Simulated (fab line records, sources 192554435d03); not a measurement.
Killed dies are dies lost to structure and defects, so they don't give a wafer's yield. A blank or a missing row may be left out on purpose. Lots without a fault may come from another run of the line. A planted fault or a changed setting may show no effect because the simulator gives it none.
fab line records | flow n5_finfet
record lots=10 wafers=30 last_day=17
route steps=1938 shown WELL_APT@55 BEOL_M4@1092 PASSIVATION@1936
lots that met no fault: from a run of the same line without faults
start_h: hours from the record's first day to the start of the lot's first wafer shown | wait_h: hours since the lot's step before | " the same as in the row above | L1.1+2: a row that stands for several wafers | - no value, or no start given | * or withheld: withheld | < > ~ a bound
route shown NAME@n: a module of which the file shows steps, and the number in the route of the first | usual: mean/standard deviation of fault-free wafers | same: alike in all rows | chamber/n: place in a boat | sites: the reading at each site | _std_site: their standard deviation | _edge_site: outer sites' mean less inner sites' | radius_mm: how far each site lies from the wafer's centre | mask NAME#n: copy n | behind: the tool/chamber that last shaped the wafer | hold: why the lot was held/for how many hours/how that ended | device: the transistor (n, p or np) that didn't switch | end of line: the same wafers' tests at the end of the route | a step without rows: its recipe alone | killed: dies lost to structure and defects at the first sort, not the wafer's yield | map: a wafer's dies, x killed, . not, _ none there
set.NAME: the setting as run; set.NAME@STEP: as run at that earlier step | model.NAME: the simulator's own value behind a step, which no gauge read
steps of the route over a sample of lots; a table a step, a row a wafer
services: from which hour (start_h, from the record's first day; less than 0 if before it) a tool's chamber was out of use, for how many hours, and why
## steps
# step N5_WELL_APT_EPI_41
# recipe material=Si target_thk_a=500 temp_c=650 precursor=SiH4/H2 pressure_torr=20 time_s=297.7
# usual susceptor_temp_C_max=651.7/0.82 throttle_valve_pct=11.6/0.32
# columns lot.wafer tool chamber start_h wait_h susceptor_temp_C_max throttle_valve_pct
L823.1 epi_rpcvd-02 0 16.25 0.0 653.0 11.3
L823.3 " 0 " " 652.5 11.3
L823.6 " 0 " " 652.6 11.1
L825.2 epi_rpcvd-04 0 28.25 0.2 651.2 12.0
L825.3 " 0 " " 650.9 11.9
L825.6 " 0 " " 651.0 11.7
L828.1 epi_rpcvd-04 0 46.53 0.0 651.1 12.1
L828.3 " 0 " " 651.3 11.7
L828.5 " 0 " " 651.6 11.6
L829.2 epi_rpcvd-04 0 52.65 0.2 651.4 11.8
L829.3 " 0 " " 651.9 12.0
L829.4 " 0 " " 651.2 11.8
L830.1 epi_rpcvd-04 0 58.45 0.0 652.3 11.9
L830.3 " 0 " " 651.2 12.0
L830.6 " 0 " " 651.4 12.0
L833.1 epi_rpcvd-03 0 76.14 0.0 651.2 11.5
L833.2 " 0 " " 650.7 11.8
L833.5 " 0 " " 650.9 11.7
L834.2 epi_rpcvd-04 0 82.78 0.1 651.0 11.9
L834.5 " 0 " " 650.6 11.8
L834.6 " 0 " " 650.9 11.8
L835.1 epi_rpcvd-04 0 88.44 0.0 651.0 11.9
L835.2 " 0 " " 651.8 11.9
L835.5 " 0 " " 651.5 12.0
L840.4 epi_rpcvd-04 0 118.97 0.3 651.1 11.9
L840.5 " 0 " " 650.7 11.9
L840.6 " 0 " " 651.0 12.2
L844.2 epi_rpcvd-02 0 142.20 0.1 652.7 10.9
L844.4 " 0 " " 652.2 11.2
L844.5 " 0 " " 652.9 11.0
# step N5_BEOL_M4_SPUTTER_88
# recipe material=Cu target_thk_a=45 temp_c=-20 chamber_pressure_pa=0.07 power_w=withheld time_s=8.29
# usual chuck_sensor_temp_C=-16.2/0.37 throttle_valve_pct=30.2/1.5
# columns lot.wafer tool chamber start_h wait_h chuck_sensor_temp_C throttle_valve_pct
L823.1 pvd_sputter-02 - 159.65 0.1 -16.5 31.5
L823.3 " - " " -16.0 28.6
L823.6 " - " " -16.4 31.0
L825.2 pvd_sputter-03 - 190.29 0.1 -16.9 27.9
L825.3 " - " " -17.0 31.6
L825.6 " - " " -16.9 27.9
L829.2 pvd_sputter-02 - 195.38 0.1 -16.1 28.4
L829.3 " - " " -16.3 32.7
L829.4 " - " " -15.7 29.3
L828.1 pvd_sputter-02 - 204.53 0.1 -16.4 31.0
L828.3 " - " " -15.9 29.3
L828.5 " - " " -16.3 32.6
L830.1 pvd_sputter-03 - 206.70 0.1 -16.8 27.9
L830.3 " - " " -17.1 31.7
L830.6 " - " " -16.8 31.1
L833.1 pvd_sputter-02 - 227.36 0.1 -16.3 31.0
L833.2 " - " " -16.3 28.7
L833.5 " - " " -15.9 28.2
L834.2 pvd_sputter-01 - 230.08 0.1 -16.2 30.5
L834.5 " - " " -16.1 30.0
L834.6 " - " " -16.0 30.4
L835.1 pvd_sputter-03 - 247.95 0.1 -16.8 31.0
L835.2 " - " " -16.9 31.5
L835.5 " - " " -16.1 28.5
L840.4 pvd_sputter-02 - 258.96 0.1 -15.8 29.1
L840.5 " - " " -15.9 28.5
L840.6 " - " " -16.3 32.5
L844.2 pvd_sputter-02 - 289.61 0.1 -16.5 30.8
L844.4 " - " " -16.1 28.5
L844.5 " - " " -16.3 32.5
# step N5_BEOL_M4_SPUTTER_94
# recipe material=Cu target_thk_a=45 temp_c=-20 chamber_pressure_pa=0.07 power_w=withheld time_s=8.29
# usual chuck_sensor_temp_C=-16.2/0.4 throttle_valve_pct=30.2/1.5
# columns lot.wafer tool chamber start_h wait_h chuck_sensor_temp_C throttle_valve_pct
L823.1 pvd_sputter-02 - 160.31 0.1 -16.6 30.9
L823.3 " - " " -16.1 28.4
L823.6 " - " " -16.4 30.9
L825.2 pvd_sputter-03 - 190.95 0.1 -16.7 27.5
L825.3 " - " " -16.9 31.6
L825.6 " - " " -16.8 27.7
L829.2 pvd_sputter-02 - 196.04 0.1 -15.8 28.6
L829.3 " - " " -16.2 32.6
L829.4 " - " " -15.8 29.2
L828.1 pvd_sputter-02 - 205.19 0.1 -16.3 31.0
L828.3 " - " " -15.8 29.1
L828.5 " - " " -16.3 32.6
L830.1 pvd_sputter-03 - 207.36 0.1 -16.8 27.7
L830.3 " - " " -17.0 31.5
L830.6 " - " " -16.9 30.9
L833.1 pvd_sputter-02 - 228.02 0.1 -16.1 31.2
L833.2 " - " " -16.0 28.3
L833.5 " - " " -16.0 28.6
L834.2 pvd_sputter-01 - 230.74 0.1 -15.9 30.4
L834.5 " - " " -16.1 29.8
L834.6 " - " " -16.0 30.5
L835.1 pvd_sputter-03 - 248.61 0.1 -16.7 30.7
L835.2 " - " " -17.0 31.7
L835.5 " - " " -16.0 28.5
L840.4 pvd_sputter-02 - 259.62 0.1 -15.7 29.1
L840.5 " - " " -16.0 28.7
L840.6 " - " " -16.4 32.4
L844.2 pvd_sputter-02 - 290.27 0.1 -16.3 31.1
L844.4 " - " " -15.9 28.5
L844.5 " - " " -16.3 32.7
# step N5_BEOL_M4_PRE_CLEAN_60
# recipe gas=NH3/H2 time_s=15 temp_c=* rf_power_w=300
# usual heater_power_w=83/18
# columns lot.wafer tool chamber start_h wait_h heater_power_w
L823.1 cvd_co-02 0 161.35 0.0 86
L823.3 " 1 " " 97
L823.6 " 2 " " 74
L825.2 cvd_co-01 0 192.01 0.0 106
L825.3 " 2 " " 50
L825.6 " 1 " " 92
L829.2 cvd_co-01 2 197.16 0.1 52
L829.3 " 0 " " 103
L829.4 " 0 " " 104
L828.1 cvd_co-01 1 206.25 0.0 92
L828.3 " 2 " " 51
L828.5 " 1 " " 91
L830.1 cvd_co-01 0 208.40 0.0 101
L830.3 " 1 " " 89
L830.6 " 1 " " 91
L833.1 cvd_co-01 1 229.90 0.1 93
L833.2 " 0 " " 103
L833.5 " 0 " " 101
L834.2 cvd_co-02 1 231.78 0.0 97
L834.5 " 1 " " 96
L834.6 " 2 " " 77
L835.1 cvd_co-02 2 249.76 0.0 75
L835.2 " 0 " " 87
L835.5 " 1 " " 98
L840.4 cvd_co-01 0 260.68 0.1 102
L840.5 " 1 " " 91
L840.6 " 2 " " 52
L844.2 cvd_co-01 2 291.32 0.0 51
L844.4 " 0 " " 104
L844.5 " 1 " " 92
# step N5_BEOL_M4_RC_MEAS_101
# usual CJ_N=4.33/0.095 CJ_P=5.78/0.14 DIBL_N=35.9/1.4 DIBL_P=35.9/1.7 IOFF_N=0.160/0.026 IOFF_P=0.21/0.036 ION_N=672/11 ION_P=461/8.1 RS_NWELL=1036/6.3 RS_PWELL=3002/22 SS_N=71.4/0.54 SS_P=73.2/0.67 VT_N=249.3/2.7 VT_P=-250/3.9
# columns lot.wafer tool chamber start_h wait_h CJ_N CJ_P DIBL_N[mV/V] DIBL_P[mV/V] IOFF_N[nA/um] IOFF_P[nA/um] ION_N[uA/um] ION_P[uA/um] RS_NWELL[ohm/sq] RS_PWELL[ohm/sq] SS_N[mV/dec] SS_P[mV/dec] VT_N[mV] VT_P[mV]
L823.1 prober-01 0 161.63 0.0 4.36 5.88 35.5 35.6 0.172 0.26 685 473 1027 2982 71.3 73.5 250.0 -243
L823.3 " 0 " " 4.29 5.85 34.1 33.7 0.148 0.23 678 478 1033 3015 71.3 73.0 248.9 -246
L823.6 " 0 " " 4.31 5.75 34.8 34.4 0.159 0.24 681 474 1027 2981 71.0 72.9 248.9 -244
L825.2 prober-01 0 192.44 0.2 4.34 5.60 34.8 34.6 0.127 0.20 660 460 1045 3018 71.4 71.7 253.8 -248
L825.3 " 0 " " 4.53 5.58 36.4 37.3 0.172 0.26 683 474 1044 3038 71.5 73.3 250.2 -246
L825.6 " 0 " " 4.46 5.58 32.5 32.9 0.114 0.19 669 470 1036 3014 70.7 72.3 250.5 -247
L829.2 prober-01 0 197.59 0.2 4.48 5.75 35.8 37.4 0.168 0.24 689 473 1032 2991 71.4 73.3 248.0 -249
L829.3 " 0 " " 4.39 5.63 37.2 38.3 0.183 0.24 681 463 1043 3005 71.7 73.6 246.9 -247
L829.4 " 0 " " 4.36 5.79 35.4 36.6 0.158 0.21 666 459 1037 2976 70.7 73.8 249.3 -252
L828.1 prober-01 0 206.52 0.0 4.35 5.56 37.4 35.6 0.178 0.20 674 456 1032 3004 71.8 73.3 247.8 -255
L828.3 " 0 " " 4.29 5.76 37.1 36.0 0.178 0.21 686 458 1048 3007 71.6 73.6 249.2 -253
L828.5 " 0 " " 4.22 5.44 35.0 33.4 0.136 0.16 664 448 1036 3014 71.7 72.4 253.0 -255
L830.1 prober-01 0 208.68 0.0 4.38 5.91 36.4 34.8 0.153 0.20 671 464 1041 3000 71.4 73.4 250.6 -250
L830.3 " 0 " " 4.24 6.05 36.4 35.9 0.160 0.23 677 474 1037 2978 71.3 73.2 248.7 -247
L830.6 " 0 " " 4.34 5.95 35.4 34.2 0.147 0.20 670 465 1031 2968 70.6 72.6 249.6 -246
L833.1 prober-02 0 230.17 0.0 4.42 5.91 35.7 35.9 0.157 0.21 667 456 1036 3003 71.3 73.0 250.1 -247
L833.2 " 0 " " 4.33 5.99 34.4 34.8 0.137 0.20 666 463 1033 3049 70.3 73.0 248.8 -248
L833.5 " 0 " " 4.41 5.97 33.6 33.0 0.122 0.17 648 452 1029 3036 71.2 71.8 253.3 -251
L834.2 prober-01 0 232.21 0.2 4.27 5.81 35.7 36.3 0.153 0.19 676 455 1040 3010 70.7 74.0 248.6 -255
L834.5 " 0 " " 4.29 5.68 32.5 31.9 0.104 0.14 658 448 1033 2988 70.6 72.7 258.3 -257
L834.6 " 0 " " 4.32 5.62 36.7 37.0 0.161 0.20 663 452 1047 3002 71.4 74.8 250.6 -255
L835.1 prober-02 0 250.04 0.0 4.47 5.71 38.3 39.4 0.204 0.25 676 464 1045 2991 72.0 73.9 243.8 -250
L835.2 " 0 " " 5.00 4.45 35.5 36.6 0.144 0.21 669 468 1060 3146 71.5 72.9 251.0 -250
L835.5 " 0 " " 5.04 4.25 35.8 37.2 0.153 0.21 669 465 1051 3108 71.6 72.4 247.7 -250
L840.4 prober-02 0 261.40 0.5 4.33 5.90 37.7 38.0 0.194 0.29 690 478 1048 3000 71.5 73.4 245.4 -244
L840.5 " 0 " " 4.94 4.56 38.0 39.0 0.199 0.31 660 469 1053 3130 71.5 74.1 245.7 -243
L840.6 " 0 " " 4.28 5.84 36.4 36.7 0.178 0.26 681 474 1036 3010 71.2 72.9 244.9 -244
L844.2 prober-02 0 291.75 0.2 4.29 5.95 40.2 39.1 0.228 0.27 677 468 1029 3005 72.5 74.4 246.0 -248
L844.4 " 0 " " 4.15 5.78 35.4 34.9 0.132 0.19 672 462 1032 3025 70.7 72.5 252.0 -254
L844.5 " 0 " " 4.31 5.80 37.4 37.0 0.165 0.22 682 465 1038 3052 71.2 73.3 247.7 -249
# step N5_PASSIVATION_PROBE_49
# usual defect_limited_yield=90.9/1.5 killed_at_M0_to_M3=35/10 killed_at_M4_up=14/5.2 killed_at_contacts=13/7.3 killed_at_front_end=42/12 killed_at_other=3.4/2.5 killed_dies=108/18 killed_open=70/13 killed_short=35/8 sort_bin_5_function=5.4/1 sort_bin_6_memory=3.4/0.71 sort_n_pass=1072/18 sort_yield_pct=90.9/1.5
# same gross_dies=1180 killed_at_back_side=0 sort_bin_4_leakage[%]=0 sort_bin_8_speed[%]=0
# columns lot.wafer tool chamber start_h wait_h defect_limited_yield[%] killed_at_M0_to_M3 killed_at_M4_up killed_at_contacts killed_at_front_end killed_at_other killed_dies killed_open killed_short sort_bin_5_function[%] sort_bin_6_memory[%] sort_n_pass sort_yield_pct[%]
L830.1 prober-02 - 320.97 0.0 92.4 43 12 7 22 6 90 62 28 4.9 2.4 1090 92.4
L830.3 prober-02 - 321.07 0.1 91.8 30 14 6 47 0 97 67 26 5.3 2.8 1083 91.8
L830.6 prober-02 - 321.22 0.3 90.1 37 25 5 48 2 117 77 39 6.2 3.6 1063 90.1
L833.1 prober-01 - 338.34 0.0 89.5 47 23 16 32 6 124 88 36 6.4 3.7 1056 89.5
L833.2 prober-01 - 338.39 0.1 90.8 44 13 11 39 2 109 69 39 5.5 3.5 1071 90.8
L833.5 prober-01 - 338.54 0.2 88.1 39 25 18 58 0 140 101 38 7.2 4.5 1040 88.1
L834.2 prober-02 - 341.37 0.1 90.0 38 20 12 43 5 118 80 37 5.6 4.0 1062 90.0
L834.6 prober-02 - 341.57 0.3 92.0 29 23 7 34 1 94 63 26 5.3 2.5 1086 92.0
L840.5 prober-02 - 367.22 0.2 90.7 55 16 5 34 0 110 62 45 6.2 2.7 1070 90.7
L840.6 prober-02 - 367.27 0.3 91.5 32 17 8 39 4 100 73 26 5.2 3.1 1080 91.5
L844.2 prober-01 - 404.13 0.1 92.3 22 9 13 45 2 91 64 26 4.1 3.3 1089 92.3
L844.4 prober-01 - 404.23 0.2 93.9 18 14 18 21 1 72 47 23 3.5 2.5 1108 93.9
L844.5 prober-01 - 404.28 0.2 90.5 24 13 26 48 1 112 70 39 5.2 4.0 1068 90.5
# killed by level:class
L830.1 BEOL_M0_SAQP:geometric_particle:open=17 BEOL_M0_SAQP:geometric_particle:short=9 BEOL_M2:geometric_particle:open=7 MOL_CONTACT_COAG:geometric_particle:open=6 BEOL_M4:geometric_particle:open=6 FIN_SAQP:geometric_particle:short=4 GATE_CUT:geometric_particle:short=4 BEOL_M3:geometric_particle:open=4
L830.3 GATE_CUT:geometric_particle:short=11 FIN_SAQP:geometric_particle:open=10 BEOL_M2:geometric_particle:open=10 BEOL_M0_SAQP:geometric_particle:open=6 STI_FIN_REVEAL:geometric_particle:open=5 MOL_CONTACT_COAG:geometric_particle:open=5 ILD0:geometric_particle:open=4 GATE_CUT:geometric_particle:open=4
L830.6 BEOL_M4:geometric_particle:open=11 STI_FIN_REVEAL:geometric_particle:open=10 BEOL_M0_SAQP:geometric_particle:open=9 BEOL_M1:geometric_particle:open=9 BEOL_M2:geometric_particle:open=7 BEOL_M8:geometric_particle:open=6 FIN_SAQP:geometric_particle:short=5 BEOL_M0_SAQP:geometric_particle:short=5
L833.1 FIN_SAQP:geometric_particle:open=13 MOL_CONTACT_COAG:geometric_particle:open=13 BEOL_M2:geometric_particle:short=9 BEOL_M5:geometric_particle:open=8 BEOL_M0_SAQP:geometric_particle:open=8 BEOL_M2:geometric_particle:open=8 BEOL_M1:geometric_particle:open=7 BEOL_M0_SAQP:geometric_particle:short=7
L833.2 FIN_SAQP:geometric_particle:open=12 MOL_CONTACT_COAG:geometric_particle:open=9 BEOL_M3:geometric_particle:open=8 FIN_SAQP:geometric_particle:short=6 BEOL_M0_SAQP:geometric_particle:open=6 BEOL_M0_SAQP:geometric_particle:short=6 BEOL_M3:geometric_particle:short=6 BEOL_M4:geometric_particle:open=6
L833.5 FIN_SAQP:geometric_particle:open=23 FIN_SAQP:geometric_particle:short=15 BEOL_M4:geometric_particle:open=14 MOL_CONTACT_COAG:geometric_particle:open=14 BEOL_M2:geometric_particle:open=9 BEOL_M3:geometric_particle:open=9 BEOL_M0_SAQP:geometric_particle:short=8 STI_FIN_REVEAL:geometric_particle:open=7
L834.2 BEOL_M4:geometric_particle:open=13 STI_FIN_REVEAL:geometric_particle:open=12 BEOL_M2:geometric_particle:open=10 BEOL_M3:geometric_particle:open=10 FIN_SAQP:geometric_particle:open=9 MOL_CONTACT_COAG:geometric_particle:open=7 BEOL_M0_SAQP:geometric_particle:short=7 MOL_CONTACT_COAG:geometric_particle:short=5
L834.6 BEOL_M1:geometric_particle:open=8 MOL_CONTACT_COAG:geometric_particle:open=7 BEOL_M4:geometric_particle:open=7 BEOL_M3:geometric_particle:open=6 FIN_SAQP:geometric_particle:open=4 GATE_CUT:geometric_particle:short=4 BEOL_M0:geometric_particle:open=4 BEOL_M2:geometric_particle:open=4
L840.5 BEOL_M0_SAQP:geometric_particle:open=15 BEOL_M0_SAQP:geometric_particle:short=11 FIN_SAQP:geometric_particle:short=8 BEOL_M2:geometric_particle:open=8 BEOL_M0:geometric_particle:open=7 DUMMY_GATE:geometric_particle:open=6 DUMMY_GATE:geometric_particle:short=5 BEOL_M2:geometric_particle:short=5
L840.6 FIN_SAQP:geometric_particle:open=15 BEOL_M2:geometric_particle:open=9 BEOL_M4:geometric_particle:open=7 MOL_CONTACT_COAG:geometric_particle:open=6 BEOL_M0:geometric_particle:open=6 STARTING-WAFER:geometric_particle:open=6 FIN_SAQP:geometric_particle:short=5 BEOL_M0_SAQP:geometric_particle:short=5
L844.2 MOL_CONTACT_COAG:geometric_particle:open=11 FIN_SAQP:geometric_particle:open=8 GATE_CUT:geometric_particle:short=7 STI_FIN_REVEAL:geometric_particle:open=6 BEOL_M0_SAQP:geometric_particle:open=6 BEOL_M3:geometric_particle:open=6 ILD0:geometric_particle:open=5 GATE_CUT:geometric_particle:open=5
L844.4 MOL_CONTACT_COAG:geometric_particle:open=12 MOL_CONTACT_COAG:geometric_particle:short=6 STI_FIN_REVEAL:geometric_particle:open=5 BEOL_M2:geometric_particle:open=4 BEOL_M4:geometric_particle:open=4 FIN_SAQP:geometric_particle:short=3 BEOL_M8:geometric_particle:open=3 BEOL_M1:geometric_particle:open=3
L844.5 MOL_CONTACT_COAG:geometric_particle:open=17 STI_FIN_REVEAL:geometric_particle:open=14 MOL_CONTACT_COAG:geometric_particle:short=9 BEOL_M3:geometric_particle:open=9 FIN_SAQP:geometric_particle:short=6 BEOL_M2:geometric_particle:open=6 FIN_SAQP:geometric_particle:open=5 DUMMY_GATE:geometric_particle:short=5
## services
# columns tool chamber start_h hours kind
pvd_sputter-01 - 7.84 14.9 repair
cvd_co-02 - 8.20 1.2 repair
pvd_sputter-02 - 18.85 2.2 repair
cvd_co-02 - 31.82 14.6 pm
pvd_sputter-03 - 35.64 2.7 repair
cvd_co-02 2 51.66 3.1 repair
cvd_co-01 - 65.43 0.4 repair
cvd_co-01 0 83.35 5.5 repair
cvd_co-02 1 95.51 9.5 repair
cvd_co-01 1 114.76 - clean
cvd_co-01 1 114.76 22.0 scheduled_down
cvd_co-01 1 114.76 22.0 vent_cycle
pvd_sputter-03 - 134.43 3.8 repair
cvd_co-02 - 138.31 0.3 repair
pvd_sputter-02 - 138.49 1.9 repair
pvd_sputter-03 - 149.97 2.2 repair
epi_rpcvd-02 - 153.44 0.8 pm
cvd_co-02 - 179.76 2.8 pm
epi_rpcvd-02 - 203.26 0.4 repair
cvd_co-02 - 215.16 6.9 pm
cvd_co-01 0 215.84 2.9 repair
cvd_co-02 - 228.18 3.4 repair
epi_rpcvd-03 - 230.09 2.8 repair
## key
first_sign step=N5_BEOL_M4_RC_MEAS_101 reading=CJ_P direction=down sigmas=9.5 usual=5.78 struck=4.42
effect step=N5_BEOL_M4_RC_MEAS_101 reading=CJ_N direction=up sigmas=7.1 usual=4.33 struck=4.99
effect step=N5_BEOL_M4_RC_MEAS_101 reading=RS_PWELL direction=up sigmas=5.8 usual=3002 struck=3128
effect step=N5_BEOL_M4_RC_MEAS_101 reading=RS_NWELL direction=up sigmas=2.9 usual=1036 struck=1055
met_at N5_WELL_APT_EPI_41
struck_lots L835,L840
struck_wafers L835.2,L835.5,L840.5
not_acting_at N5_BEOL_M4_SPUTTER_88,N5_BEOL_M4_SPUTTER_94,N5_BEOL_M4_PRE_CLEAN_60
onset_between 82.78 88.44
fault kind=process_parameter_drift tool=epi_rpcvd-04 chamber=- onset_h=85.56 steps=N5_WELL_APT_EPI_41 channel=target_thk_a offset=* shape=step end_h=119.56 scope=struck_wafers_only stated=*
